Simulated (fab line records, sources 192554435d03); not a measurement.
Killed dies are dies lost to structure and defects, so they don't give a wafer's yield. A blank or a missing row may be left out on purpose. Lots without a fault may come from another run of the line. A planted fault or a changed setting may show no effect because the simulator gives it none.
A struck lot beside a sound one | flow n5_finfet | 15 steps out of a route of 1938
Sound: wafers L494.3, L494.5, L494.6. Struck: wafer L490.2. (L490.3 of the same lot was not struck and is left out.) The cause comes at the end.
At each step with rows: each side's tool, then ch and its chambers, then its first start. Under that, the readings that differ: sound wafers | struck wafers | difference of the means | sigmas: that difference in standard deviations of wafers without a fault.
alike: readings whose means differ by less than 2 such deviations, and words and numbers that are the same on both sides. not compared: withheld readings, readings that some wafer has no value for, bounds like >300 that may hide the same value, and numbers for which the record gives no deviation and whose values overlap.
The two part at a step that has a row with sigmas, a row that says differs or no value, or rows on one side only. Numbers that don't overlap but have no deviation are shown without sigmas and don't part them. A reading that every wafer of one side lacks parts them only if that side has two wafers or more.

first, 6 steps without rows for these wafers: N5_MOL_CONTACT_COAG_COAT_34 (resist thk 40 nm); N5_MOL_CONTACT_COAG_EBR_36; N5_MOL_CONTACT_COAG_SOFTBAKE_35 (time 60 s); N5_MOL_CONTACT_COAG_EXPOSE_37 (exposes mask VD, defocus 0 nm); N5_MOL_CONTACT_COAG_PEB_38 (peb time 60 s); N5_MOL_CONTACT_COAG_DEVELOP_39 (develop time 30 s).
N5_MOL_CONTACT_COAG_CD_MEAS_40: target cd 25.1 nm.
  sound on cd_sem-02 ch 0, day 9 18:43; struck on cd_sem-01 ch 0, day 8 20:44
  alike: cd_nm
N5_MOL_CONTACT_COAG_OVL_MEAS_41:
  sound on overlay-02 ch 0, day 9 18:46; struck on overlay-01 ch 0, day 8 20:47
  alike: VD_OVL
N5_MOL_CONTACT_COAG_INSPECT_42: inspects for defects (brightfield).
  sound on defect_inspect-01, day 9 18:48; struck on defect_inspect-01, day 8 20:50
  alike: raw_defect_count
N5_MOL_CONTACT_COAG_DESCUM_45: chemistry O2, time 7 s.
  sound on rie_diel-01 ch 1,2, day 9 19:02; struck on rie_diel-06 ch 1, day 8 20:52
  reading                         | sound             | struck | difference | sigmas
  rf_vpp_V (V)                    | 241.6 242.7 242.1 | 244.8  | +2.7       | +2
  showerhead_plenum_p_Torr (Torr) | 2.06 2.02 2.06    | 2.23   | +0.18      | +3
  alike: chamber_pressure_mTorr, drypump_motor_current_A, oes_product_au, temp_c, throttle_valve_pct
  not compared: rf_hours_counter_h
N5_MOL_CONTACT_COAG_ETCH_65: etches underlayer in N2/H2, target depth 13 nm, time 10.4 s.
  sound on rie_diel-01 ch 1,2, day 9 19:05; struck on rie_diel-06 ch 1, day 8 20:54
  reading                         | sound             | struck | difference | sigmas
  rf_vpp_V (V)                    | 521.1 521.0 524.4 | 529.0  | +6.8       | +3
  showerhead_plenum_p_Torr (Torr) | 2.50 2.45 2.50    | 2.70   | +0.22      | +3
  alike: chamber_pressure_mTorr, drypump_motor_current_A, etch_rf_on_time_s, oes_product_au, throttle_valve_pct
  not compared: rf_hours_counter_h
N5_MOL_CONTACT_COAG_ETCH_66: etches SiARC in CF4, target depth 13 nm, time 21.7 s.
  sound on rie_diel-01 ch 1,2, day 9 19:06; struck on rie_diel-06 ch 1, day 8 20:55
  reading                         | sound             | struck | difference | sigmas
  drypump_motor_current_A (A)     | 5.6 5.3 5.6       | 6.3    | +0.8       | +2
  rf_vpp_V (V)                    | 183.3 182.6 182.8 | 185.8  | +2.9       | +3
  showerhead_plenum_p_Torr (Torr) | 2.12 2.07 2.12    | 2.27   | +0.17      | +3
  alike: cf4_flow_sccm, chamber_pressure_mTorr, etch_rf_on_time_s, oes_product_au, throttle_valve_pct
  not compared: rf_hours_counter_h
N5_MOL_CONTACT_COAG_ALD_133: deposits SiO2, target thk 5 nm, pulse time 1 s, co reactant pulse time 1 s.
  sound on ald_sin-04 ch 0,1,3, day 9 19:11; struck on ald_sin-01 ch 3, day 8 21:19
  reading                                            | sound    | struck | difference | sigmas
  ald_cycles                                         | 35 35 35 | 31     | -4         |
  heater_power_w (W)                                 | 87 74 84 | 67     | -15        | -2
  model.SiO2_of_MOL_CONTACT_COAG_ALD_133.thk_nm (nm) | 5 5 5    | 4.4    | -0.6       |
  alike: precursor_pulse_height_rel
N5_MOL_CONTACT_COAG_ETCHBACK_134: etches SiO2 in CHF3, target depth 10 nm, time 6.7 s.
  sound on rie_diel-06 ch 0,3, day 9 19:22; struck on rie_diel-01 ch 1, day 8 21:30
  alike: chamber_pressure_mTorr, drypump_motor_current_A, oes_product_au, rf_vpp_V, showerhead_plenum_p_Torr, throttle_valve_pct
  not compared: rf_hours_counter_h
-- the record jumps here: 3 days lie between the struck wafers' starts before and after (it left off in module MOL_CONTACT_COAG and takes up again in module BEOL_M4, whose first step shown is number 1111 of the route) --
N5_BEOL_M4_RC_MEAS_101:
  sound on prober-02 ch 0, day 12 16:58; struck on prober-01 ch 0, day 11 20:44
  alike: DIBL_N, DIBL_P, IOFF_N, IOFF_P, ION_N, ION_P, SS_N, SS_P, VT_N, VT_P

WHERE THEY PART
First at N5_MOL_CONTACT_COAG_DESCUM_45; last, within this record, at N5_MOL_CONTACT_COAG_ALD_133. Later steps at which nothing parts them and some readings are alike: N5_MOL_CONTACT_COAG_ETCHBACK_134, N5_BEOL_M4_RC_MEAS_101.

WHY: what the simulator had put in
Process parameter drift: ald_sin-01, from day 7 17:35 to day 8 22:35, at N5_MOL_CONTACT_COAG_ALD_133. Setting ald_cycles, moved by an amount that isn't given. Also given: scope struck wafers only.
